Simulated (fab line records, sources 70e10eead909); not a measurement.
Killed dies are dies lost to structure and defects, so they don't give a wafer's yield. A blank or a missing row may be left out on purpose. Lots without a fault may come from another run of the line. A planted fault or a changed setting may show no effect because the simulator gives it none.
Which tool did it? | flow nand_harc | 22 lots, 66 wafers sampled, at 6 steps of a route of 1302

WHAT THE GAUGES READ, wafer by wafer
The record holds no reading of a measuring or inspecting step that can be judged against a usual standard deviation.

WHICH TOOL RAN EACH LOT (tool, then ch and the chambers of the sampled wafers, then the start)
lot  | NHARC_A_STAIRCASE_ETCH_453                    | NHARC_A_STAIRCASE_ETCH_315                    | NHARC_A_STAIRCASE_STRIP_316                   | NHARC_A_STAIRCASE_ETCH_444         | NHARC_A_STAIRCASE_ETCHBACK_157     | NHARC_A_STAIRCASE_STRIP_475
L074 | rie_diel-08 ch 0,2,3, day 19 05:11 or earlier | rie_diel-08 ch 0,1,2, day 19 05:11 or earlier | rie_diel-08 ch 1,2, day 19 05:11 or earlier   | rie_diel-07 ch 0,2, day 19 05:11   | rie_diel-08 ch 0,2,3, day 19 10:58 | rie_diel-08 ch 1,2, no start
L075 | rie_diel-08 ch 1,3, day 19 07:36 or earlier   | rie_diel-08 ch 0,1,2, day 19 07:36 or earlier | rie_diel-08 ch 0,1,3, day 19 07:36 or earlier | rie_diel-08 ch 2,3, day 19 07:36   | rie_diel-07 ch 0,3, day 19 13:49   | rie_diel-07 ch 0,2,3, no start
L076 | rie_diel-08 ch 1,2, day 19 05:01 or earlier   | rie_diel-08 ch 0,1,2, day 19 05:01 or earlier | rie_diel-08 ch 2,3, day 19 05:01 or earlier   | rie_diel-08 ch 1,2, day 19 05:01   | rie_diel-11 ch 0,3, day 19 10:42   | rie_diel-11 ch 0,1,2, no start
L078 | rie_diel-07 ch 1,2, day 20 04:13 or earlier   | rie_diel-07 ch 0,1, day 20 04:13 or earlier   | rie_diel-07 ch 1,2, day 20 04:13 or earlier   | rie_diel-11 ch 1,2,3, day 20 04:13 | rie_diel-07 ch 0,3, day 20 09:21   | rie_diel-07 ch 0,2,3, no start
L077 | rie_diel-07 ch 2,3, day 20 03:23 or earlier   | rie_diel-07 ch 1,2, day 20 03:23 or earlier   | rie_diel-07 ch 0,1,3, day 20 03:23 or earlier | rie_diel-07 ch 1,3, day 20 03:23   | rie_diel-08 ch 0,2, day 20 09:31   | rie_diel-08 ch 0,1,3, no start
L080 | rie_diel-07 ch 0,2,3, day 21 06:59 or earlier | rie_diel-07 ch 1,2, day 21 06:59 or earlier   | rie_diel-07 ch 1,2,3, day 21 06:59 or earlier | rie_diel-08 ch 0,2,3, day 21 06:59 | rie_diel-11 ch 0,1,2, day 21 11:43 | rie_diel-11 ch 0,3, no start
L079 | rie_diel-11 ch 2,3, day 21 03:07 or earlier   | rie_diel-11 ch 0,1,2, day 21 03:07 or earlier | rie_diel-11 ch 1,2,3, day 21 03:07 or earlier | rie_diel-08 ch 1,2,3, day 21 03:07 | rie_diel-11 ch 0,2, day 21 08:16   | rie_diel-11 ch 1,2, no start
L083 | rie_diel-08 ch 0,1,2, day 22 15:55 or earlier | rie_diel-08 ch 2,3, day 22 15:55 or earlier   | rie_diel-08 ch 0,1, day 22 15:55 or earlier   | rie_diel-11 ch 1,3, day 22 15:55   | rie_diel-07 ch 0,2,3, day 22 21:36 | rie_diel-07 ch 2,3, no start
L081 | rie_diel-11 ch 0,3, day 23 05:17 or earlier   | rie_diel-11 ch 1,3, day 23 05:17 or earlier   | rie_diel-11 ch 0,2,3, day 23 05:17 or earlier | rie_diel-11 ch 2,3, day 23 05:17   | rie_diel-08 ch 2,3, day 23 11:34   | rie_diel-08 ch 0,1,3, no start
L082 | rie_diel-11 ch 0,1,2, day 23 02:27 or earlier | rie_diel-11 ch 0,1,3, day 23 02:27 or earlier | rie_diel-11 ch 0,2,3, day 23 02:27 or earlier | rie_diel-11 ch 0,2,3, day 23 02:27 | rie_diel-07 ch 1,2,3, day 23 08:39 | rie_diel-07 ch 0,1,2, no start
L084 | rie_diel-08 ch 2,3, day 21 23:17 or earlier   | rie_diel-08 ch 0,2,3, day 21 23:17 or earlier | rie_diel-07 ch 0,1,3, day 21 23:17            | rie_diel-08 ch 0,2,3, day 23 16:52 | rie_diel-07 ch 0,2, day 23 21:37   | rie_diel-07 ch 0,1,2, day 23 21:47
L086 | rie_diel-07 ch 0,1,3, day 24 03:03 or earlier | rie_diel-07 ch 0,1,3, day 24 03:03 or earlier | rie_diel-07 ch 0,1, day 24 03:03 or earlier   | rie_diel-11 ch 0,2,3, day 24 03:03 | rie_diel-07 ch 0,1,3, day 24 09:03 | rie_diel-07 ch 0,2,3, no start
L087 | rie_diel-11 ch 0,1, day 24 03:41 or earlier   | rie_diel-11 ch 0,2,3, day 24 03:41 or earlier | rie_diel-11 ch 1,2,3, day 24 03:41 or earlier | rie_diel-07 ch 0,1, day 24 03:41   | rie_diel-07 ch 0,3, day 24 10:43   | rie_diel-07 ch 0,1,2, no start
L088 | rie_diel-11 ch 1,2,3, day 25 07:49 or earlier | rie_diel-11 ch 0,3, day 25 07:49 or earlier   | rie_diel-11 ch 0,2, day 25 07:49 or earlier   | rie_diel-11 ch 0,1,3, day 25 07:49 | rie_diel-07 ch 0,3, day 25 13:56   | rie_diel-07 ch 0,1,3, no start
L090 | rie_diel-08 ch 0,1,3, day 25 21:39 or earlier | rie_diel-08 ch 0,1,3, day 25 21:39 or earlier | rie_diel-08 ch 0,1,2, day 25 21:39 or earlier | rie_diel-08 ch 0,1,3, day 25 21:39 | rie_diel-08 ch 1,2,3, day 26 03:46 | rie_diel-08 ch 0,1,3, no start
L089 | rie_diel-11 ch 0,3, day 25 19:17 or earlier   | rie_diel-11 ch 0,1,3, day 25 19:17 or earlier | rie_diel-11 ch 0,1,3, day 25 19:17 or earlier | rie_diel-08 ch 0,1,2, day 25 19:17 | rie_diel-11 ch 0,2,3, day 26 00:54 | rie_diel-11 ch 1,2,3, no start
L092 | rie_diel-07 ch 1,2,3, day 26 11:53 or earlier | rie_diel-07 ch 1,2,3, day 26 11:53 or earlier | rie_diel-07 ch 0,2,3, day 26 11:53 or earlier | rie_diel-07 ch 1,2, day 26 11:53   | rie_diel-07 ch 1,2,3, day 26 18:21 | rie_diel-07 ch 1,2,3, no start
L091 | rie_diel-11 ch 2,3, day 26 11:55 or earlier   | rie_diel-11 ch 0,2,3, day 26 11:55 or earlier | rie_diel-11 ch 0,2,3, day 26 11:55 or earlier | rie_diel-08 ch 0,3, day 26 11:55   | rie_diel-08 ch 0,1,2, day 26 18:05 | rie_diel-08 ch 2,3, no start
L093 | rie_diel-11 ch 0,1, day 26 20:26 or earlier   | rie_diel-11 ch 1,2,3, day 26 20:26 or earlier | rie_diel-11 ch 1,2,3, day 26 20:26 or earlier | rie_diel-07 ch 0,1, day 26 20:26   | rie_diel-07 ch 0,3, day 27 02:32   | rie_diel-07 ch 0,1, no start
L094 | rie_diel-07 ch 0,1, day 27 16:58 or earlier   | rie_diel-07 ch 1,2,3, day 27 16:58 or earlier | rie_diel-07 ch 0,3, day 27 16:58 or earlier   | rie_diel-07 ch 0,1,3, day 27 16:58 | rie_diel-07 ch 0,3, day 27 21:42   | rie_diel-07 ch 0,3, no start
L095 | rie_diel-07 ch 0,1,2, day 27 16:11 or earlier | rie_diel-07 ch 0,1, day 27 16:11 or earlier   | rie_diel-07 ch 1,2, day 27 16:11 or earlier   | rie_diel-08 ch 0,3, day 27 16:11   | rie_diel-07 ch 1,2, day 27 21:55   | rie_diel-07 ch 1,2, no start
L096 | rie_diel-11 ch 0,1,3, day 26 09:51 or earlier | rie_diel-11 ch 0,1, day 26 09:51 or earlier   | rie_diel-07 ch 0,1, day 26 09:51              | rie_diel-11 ch 0,2,3, day 28 05:32 | rie_diel-07 ch 0,1,3, day 28 12:39 | rie_diel-07 ch 1,2, no start
- NHARC_A_STAIRCASE_ETCH_453: etches the open film in CF4/O2, target depth 30 nm, overetch 3 nm, time 16.5 s.
- NHARC_A_STAIRCASE_ETCH_315: etches the open film in C4F8/O2/Ar, target depth 2500 nm, time 607.1 s.
- NHARC_A_STAIRCASE_STRIP_316: strips in O2.
- NHARC_A_STAIRCASE_ETCH_444: etches the open film in C4F8/O2, target depth 20400 nm, time 6800 s.
- NHARC_A_STAIRCASE_ETCHBACK_157: etches the open film in CH3F/O2, target depth 90 nm, time 167.14 s.
- NHARC_A_STAIRCASE_STRIP_475: strips in O2, time 20 s.

WHAT THE TOOLS THEMSELVES READ (means of the sampled wafers that have a number; where no wafer has one, the mark that the record gives instead)
NHARC_A_STAIRCASE_ETCH_453. Usual: drypump_motor_current_A 5.7 A, standard deviation 0.4; oes_product_au 0.998 a.u., standard deviation 0.01; rf_vpp_V 197.4 V, standard deviation 1; showerhead_plenum_p_Torr 1.316 Torr, standard deviation 0.03; throttle_valve_pct 13.397 %, standard deviation 0.0096.
lot  | tool        | drypump_motor_current_A (A) | oes_product_au (a.u.) | rf_vpp_V (V) | showerhead_plenum_p_Torr (Torr) | throttle_valve_pct (%) | flag
L074 | rie_diel-08 | 5.8                         | 0.996                 | 197.1        | 1.312                           | 13.403                 |
L075 | rie_diel-08 | 5.8                         | 1.002                 | 197.3        | 1.310                           | 13.399                 |
L076 | rie_diel-08 | 5.8                         | 0.991                 | 196.7        | 1.321                           | 13.407                 |
L078 | rie_diel-07 | 5.6                         | 1.013                 | 198.8        | 1.378                           | 13.396                 |
L077 | rie_diel-07 | 5.3                         | 1.008                 | 198.8        | 1.380                           | 13.403                 |
L080 | rie_diel-07 | 5.6                         | 1.008                 | 197.7        | 1.340                           | 13.399                 |
L079 | rie_diel-11 | 5.2                         | 1.003                 | 196.7        | 1.322                           | 13.398                 |
L083 | rie_diel-08 | 5.7                         | 0.996                 | 197.0        | 1.315                           | 13.409                 |
L081 | rie_diel-11 | 5.3                         | 0.995                 | 197.9        | 1.327                           | 13.395                 |
L082 | rie_diel-11 | 5.6                         | 0.988                 | 197.7        | 1.310                           | 13.391                 |
L084 | rie_diel-08 | 6.0                         | 0.984                 | 196.1        | 1.295                           | 13.400                 |
L086 | rie_diel-07 | 5.8                         | 0.996                 | 196.8        | 1.302                           | 13.392                 |
L087 | rie_diel-11 | 5.8                         | 0.989                 | 197.3        | 1.310                           | 13.398                 |
L088 | rie_diel-11 | 5.4                         | 1.001                 | 197.2        | 1.305                           | 13.406                 |
L090 | rie_diel-08 | 5.6                         | 0.993                 | 196.5        | 1.309                           | 13.405                 |
L089 | rie_diel-11 | 5.3                         | 1.006                 | 198.0        | 1.321                           | 13.401                 |
L092 | rie_diel-07 | 5.5                         | 1.005                 | 198.1        | 1.337                           | 13.393                 |
L091 | rie_diel-11 | 5.2                         | 1.000                 | 197.0        | 1.301                           | 13.392                 |
L093 | rie_diel-11 | 5.8                         | 1.003                 | 197.5        | 1.305                           | 13.394                 |
L094 | rie_diel-07 | 6.2                         | 0.992                 | 197.2        | 1.294                           | 13.396                 |
L095 | rie_diel-07 | 5.9                         | 1.001                 | 197.9        | 1.327                           | 13.392                 |
L096 | rie_diel-11 | 5.5                         | 0.995                 | 196.7        | 1.309                           | 13.399                 |

NHARC_A_STAIRCASE_ETCH_315. Usual: oes_product_au 0.929 a.u., standard deviation 0.009; rf_vpp_V 1824 V, standard deviation 5.7.
lot  | tool        | oes_product_au (a.u.) | rf_vpp_V (V) | flag
L074 | rie_diel-08 | 0.930                 | 1825         |
L075 | rie_diel-08 | 0.938                 | 1825         |
L076 | rie_diel-08 | 0.929                 | 1824         |
L078 | rie_diel-07 | 0.929                 | 1820         |
L077 | rie_diel-07 | 0.926                 | 1827         |
L080 | rie_diel-07 | 0.924                 | 1828         |
L079 | rie_diel-11 | 0.932                 | 1822         |
L083 | rie_diel-08 | 0.930                 | 1820         |
L081 | rie_diel-11 | 0.929                 | 1824         |
L082 | rie_diel-11 | 0.929                 | 1823         |
L084 | rie_diel-08 | 0.920                 | 1821         |
L086 | rie_diel-07 | 0.930                 | 1820         |
L087 | rie_diel-11 | 0.918                 | 1823         |
L088 | rie_diel-11 | 0.932                 | 1825         |
L090 | rie_diel-08 | 0.928                 | 1821         |
L089 | rie_diel-11 | 0.927                 | 1823         |
L092 | rie_diel-07 | 0.930                 | 1827         |
L091 | rie_diel-11 | 0.934                 | 1823         |
L093 | rie_diel-11 | 0.926                 | 1821         |
L094 | rie_diel-07 | 0.935                 | 1828         |
L095 | rie_diel-07 | 0.925                 | 1818         |
L096 | rie_diel-11 | 0.931                 | 1822         |

NHARC_A_STAIRCASE_STRIP_316. Usual: drypump_motor_current_A 5.7 A, standard deviation 0.42; oes_product_au 0.998 a.u., standard deviation 0.011; rf_vpp_V 57.7 V, standard deviation 0.91; showerhead_plenum_p_Torr 3.48 Torr, standard deviation 0.08; throttle_valve_pct 17.035 %, standard deviation 0.0091.
lot  | tool        | drypump_motor_current_A (A) | oes_product_au (a.u.) | rf_vpp_V (V) | showerhead_plenum_p_Torr (Torr) | throttle_valve_pct (%) | flag
L074 | rie_diel-08 | 6.0                         | 0.986                 | 59.0         | 3.48                            | 17.029                 |
L075 | rie_diel-08 | 5.7                         | 0.995                 | 57.5         | 3.49                            | 17.037                 |
L076 | rie_diel-08 | 6.1                         | 1.000                 | 58.3         | 3.45                            | 17.029                 |
L078 | rie_diel-07 | 5.9                         | 0.997                 | 58.1         | 3.55                            | 17.039                 |
L077 | rie_diel-07 | 5.8                         | 0.995                 | 57.4         | 3.46                            | 17.044                 |
L080 | rie_diel-07 | 5.5                         | 1.007                 | 57.6         | 3.55                            | 17.032                 |
L079 | rie_diel-11 | 5.5                         | 0.996                 | 57.8         | 3.48                            | 17.034                 |
L083 | rie_diel-08 | 5.5                         | 0.995                 | 57.1         | 3.49                            | 17.034                 |
L081 | rie_diel-11 | 5.4                         | 0.983                 | 57.4         | 3.48                            | 17.031                 |
L082 | rie_diel-11 | 5.4                         | 0.993                 | 57.5         | 3.48                            | 17.032                 |
L084 | rie_diel-07 | 5.8                         | 1.000                 | 58.5         | 3.45                            | 17.027                 |
L086 | rie_diel-07 | 6.2                         | 1.001                 | 58.0         | 3.44                            | 17.031                 |
L087 | rie_diel-11 | 5.4                         | 1.001                 | 57.8         | 3.46                            | 17.031                 |
L088 | rie_diel-11 | 5.5                         | 0.995                 | 57.0         | 3.44                            | 17.039                 |
L090 | rie_diel-08 | 5.8                         | 0.975                 | 57.4         | 3.47                            | 17.035                 |
L089 | rie_diel-11 | 5.6                         | 1.003                 | 57.3         | 3.47                            | 17.033                 |
L092 | rie_diel-07 | 5.6                         | 0.994                 | 57.3         | 3.52                            | 17.037                 |
L091 | rie_diel-11 | 5.4                         | 1.005                 | 58.3         | 3.47                            | 17.036                 |
L093 | rie_diel-11 | 5.4                         | 1.001                 | 57.6         | 3.45                            | 17.036                 |
L094 | rie_diel-07 | 5.4                         | 1.003                 | 57.1         | 3.44                            | 17.041                 |
L095 | rie_diel-07 | 5.9                         | 1.004                 | 56.7         | 3.52                            | 17.032                 |
L096 | rie_diel-07 | 6.2                         | 0.995                 | 57.4         | 3.42                            | 17.041                 |

NHARC_A_STAIRCASE_ETCH_444. Usual: oes_product_au 0.926 a.u., standard deviation 0.015; rf_vpp_V 805.1 V, standard deviation 2.4.
lot  | tool        | oes_product_au (a.u.) | rf_vpp_V (V) | flag
L074 | rie_diel-07 | 0.931                 | 810.1        |
L075 | rie_diel-08 | 0.911                 | 804.6        |
L076 | rie_diel-08 | 0.913                 | 805.5        |
L078 | rie_diel-11 | 0.948                 | 804.5        |
L077 | rie_diel-07 | 0.925                 | 805.4        |
L080 | rie_diel-08 | 0.923                 | 805.0        |
L079 | rie_diel-08 | 0.924                 | 804.4        |
L083 | rie_diel-11 | 0.921                 | 805.7        |
L081 | rie_diel-11 | 0.928                 | 805.5        |
L082 | rie_diel-11 | 0.922                 | 804.2        |
L084 | rie_diel-08 | 0.958                 | 804.2        |
L086 | rie_diel-11 | 0.923                 | 805.5        |
L087 | rie_diel-07 | 0.920                 | 803.8        |
L088 | rie_diel-11 | 0.929                 | 804.3        |
L090 | rie_diel-08 | 0.950                 | 804.4        |
L089 | rie_diel-08 | 0.944                 | 805.1        |
L092 | rie_diel-07 | 0.937                 | 809.8        |
L091 | rie_diel-08 | 0.919                 | 803.7        |
L093 | rie_diel-07 | 0.918                 | 802.6        |
L094 | rie_diel-07 | 0.921                 | 803.8        |
L095 | rie_diel-08 | 0.913                 | 804.0        |
L096 | rie_diel-11 | 0.932                 | 804.1        |

NHARC_A_STAIRCASE_ETCHBACK_157. Usual: drypump_motor_current_A 5.7 A, standard deviation 0.45; oes_product_au 0.96 a.u., standard deviation 0.034; rf_vpp_V 243.7 V, standard deviation 1.2; showerhead_plenum_p_Torr 2.42 Torr, standard deviation 0.064; throttle_valve_pct 20.663 %, standard deviation 0.0089.
lot  | tool        | drypump_motor_current_A (A) | oes_product_au (a.u.) | rf_vpp_V (V) | showerhead_plenum_p_Torr (Torr) | throttle_valve_pct (%) | flag
L074 | rie_diel-08 | 5.9                         | 0.91                  | 242.8        | 2.41                            | 20.659                 |
L075 | rie_diel-07 | 5.9                         | 0.94                  | 243.6        | 2.40                            | 20.661                 |
L076 | rie_diel-11 | 5.3                         | 0.99                  | 244.0        | 2.45                            | 20.658                 |
L078 | rie_diel-07 | 5.9                         | 0.98                  | 244.0        | 2.39                            | 20.659                 |
L077 | rie_diel-08 | 5.7                         | 0.96                  | 244.4        | 2.42                            | 20.659                 |
L080 | rie_diel-11 | 5.6                         | 0.98                  | 243.3        | 2.41                            | 20.664                 |
L079 | rie_diel-11 | 5.6                         | 0.93                  | 243.2        | 2.42                            | 20.672                 |
L083 | rie_diel-07 | 5.6                         | 0.93                  | 243.6        | 2.46                            | 20.670                 |
L081 | rie_diel-08 | 6.0                         | 0.91                  | 242.7        | 2.39                            | 20.670                 |
L082 | rie_diel-07 | 5.5                         | 1.01                  | 245.2        | 2.46                            | 20.659                 |
L084 | rie_diel-07 | 5.7                         | 0.92                  | 245.2        | 2.51                            | 20.657                 |
L086 | rie_diel-07 | 5.8                         | 0.94                  | 243.5        | 2.39                            | 20.665                 |
L087 | rie_diel-07 | 5.4                         | 0.92                  | 243.8        | 2.40                            | 20.666                 |
L088 | rie_diel-07 | 5.8                         | 0.93                  | 242.8        | 2.38                            | 20.674                 |
L090 | rie_diel-08 | 5.9                         | 0.98                  | 243.1        | 2.39                            | 20.661                 |
L089 | rie_diel-11 | 5.4                         | 0.94                  | 242.8        | 2.41                            | 20.669                 |
L092 | rie_diel-07 | 5.5                         | 0.97                  | 244.3        | 2.46                            | 20.659                 |
L091 | rie_diel-08 | 5.8                         | 0.99                  | 243.1        | 2.41                            | 20.656                 |
L093 | rie_diel-07 | 5.4                         | 1.00                  | 242.8        | 2.39                            | 20.661                 |
L094 | rie_diel-07 | 5.8                         | 1.00                  | 243.2        | 2.37                            | 20.659                 |
L095 | rie_diel-07 | 5.9                         | 0.94                  | 244.4        | 2.44                            | 20.663                 |
L096 | rie_diel-07 | 5.8                         | 1.00                  | 243.9        | 2.38                            | 20.661                 |

NHARC_A_STAIRCASE_STRIP_475. Usual: drypump_motor_current_A 5.7 A, standard deviation 0.43; oes_product_au 0.997 a.u., standard deviation 0.011; rf_vpp_V 57.7 V, standard deviation 0.83; showerhead_plenum_p_Torr 3.48 Torr, standard deviation 0.094; throttle_valve_pct 17.036 %, standard deviation 0.0096.
lot  | tool        | drypump_motor_current_A (A) | oes_product_au (a.u.) | rf_vpp_V (V) | showerhead_plenum_p_Torr (Torr) | throttle_valve_pct (%) | flag
L074 | rie_diel-08 | 5.8                         | 0.990                 | 56.7         | 3.48                            | 17.035                 |
L075 | rie_diel-07 | 5.6                         | 1.006                 | 58.6         | 3.54                            | 17.030                 |
L076 | rie_diel-11 | 5.7                         | 0.986                 | 57.9         | 3.47                            | 17.034                 |
L078 | rie_diel-07 | 5.6                         | 1.002                 | 57.2         | 3.54                            | 17.029                 |
L077 | rie_diel-08 | 5.7                         | 0.987                 | 57.8         | 3.47                            | 17.027                 |
L080 | rie_diel-11 | 5.3                         | 1.003                 | 58.4         | 3.51                            | 17.035                 |
L079 | rie_diel-11 | 5.7                         | 0.996                 | 58.2         | 3.45                            | 17.036                 |
L083 | rie_diel-07 | 5.3                         | 1.010                 | 57.9         | 3.63                            | 17.036                 |
L081 | rie_diel-08 | 5.7                         | 0.987                 | 57.1         | 3.46                            | 17.031                 |
L082 | rie_diel-07 | 6.0                         | 0.998                 | 57.5         | 3.52                            | 17.029                 |
L084 | rie_diel-07 | 5.9                         | 0.992                 | 57.8         | 3.52                            | 17.036                 |
L086 | rie_diel-07 | 5.6                         | 0.994                 | 58.0         | 3.52                            | 17.046                 |
L087 | rie_diel-07 | 5.9                         | 0.996                 | 56.7         | 3.52                            | 17.034                 |
L088 | rie_diel-07 | 5.8                         | 0.997                 | 58.0         | 3.43                            | 17.032                 |
L090 | rie_diel-08 | 5.7                         | 1.002                 | 56.7         | 3.45                            | 17.038                 |
L089 | rie_diel-11 | 5.5                         | 1.003                 | 56.8         | 3.44                            | 17.049                 |
L092 | rie_diel-07 | 5.5                         | 1.010                 | 57.0         | 3.53                            | 17.040                 |
L091 | rie_diel-08 | 6.1                         | 0.991                 | 57.3         | 3.42                            | 17.034                 |
L093 | rie_diel-07 | 6.2                         | 0.983                 | 58.2         | 3.41                            | 17.041                 |
L094 | rie_diel-07 | 5.4                         | 1.000                 | 57.9         | 3.43                            | 17.032                 |
L095 | rie_diel-07 | 5.9                         | 1.007                 | 57.9         | 3.51                            | 17.033                 |
L096 | rie_diel-07 | 5.6                         | 1.001                 | 58.2         | 3.59                            | 17.031                 |

THE ANSWER, worked out from the rows above alone
Rule: a lot is off if the mean of its wafers that have a number lies more than 3 standard deviations from the usual mean. A lot without any number at a reading at which 4 lots or more have one is off too. The other lots that the step has rows for count as sound. The gauges are gone through in route order, then the tools' own readings, and for those a lot's mean is taken as printed above. The first step at which some lot is off is used, and at that step the reading that is off furthest; a lot without a number counts as furthest.
No lot is off at any reading shown: from this, nothing can be told.

WHAT THE SIMULATOR HAD PUT IN
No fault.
